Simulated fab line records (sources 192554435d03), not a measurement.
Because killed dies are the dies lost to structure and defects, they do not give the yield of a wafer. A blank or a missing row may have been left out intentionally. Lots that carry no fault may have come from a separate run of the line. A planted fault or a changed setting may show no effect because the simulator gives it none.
Matching of chambers ; flow n5Finfet ; N5_DUMMY_GATE_TRIM_49 on rieSi-05 has 4 sister chambers
The step chemistry O2, time 29 s, target cd 14 nm. 4 wafers are shown with their chamber, then 9 later ones without.

EACH WAFER AND ITS CHAMBER
wafer;chamber;throttleValvePct (%)
L081.5;1;8.03
L083.2;0;8.14
L083.3;3;8.32
L083.5;2;7.96

WAFERS MISSING THEIR CHAMBER
wafer;throttleValvePct (%)
L089.2;8.14
L089.4;7.96
L089.5;8.14
L096.3;8.33
L096.5;8.14
L096.6;8.33
L097.1;8.03
L097.5;7.96
L097.6;8.33

WHICH CHAMBER EACH WENT THROUGH
wafer;from the rows above;in truth
L089.2;0;0
L089.4;2;2
L089.5;0;0
L096.3;3;3
L096.5;0;0
L096.6;3;3
L097.1;1;1
L097.5;2;2
L097.6;3;3
Placed correctly: 9 of 9. Not placeable from these rows: 0. Wrongly placed: 0.
How it was worked out, from the rows above alone: a wafer's distance from a chamber is the root of the sum, over the readings, of the square of ((its reading less the chamber's mean) divided by the reading's scatter). The wafer belongs to the nearest chamber; if the next one is less than 2 further off, it can't be placed. The mean given for a chamber averages the wafers shown for that chamber. The scatter: with one shown wafer a chamber, the root of the mean of the squares of how far each hidden wafer lies from its nearest shown one.
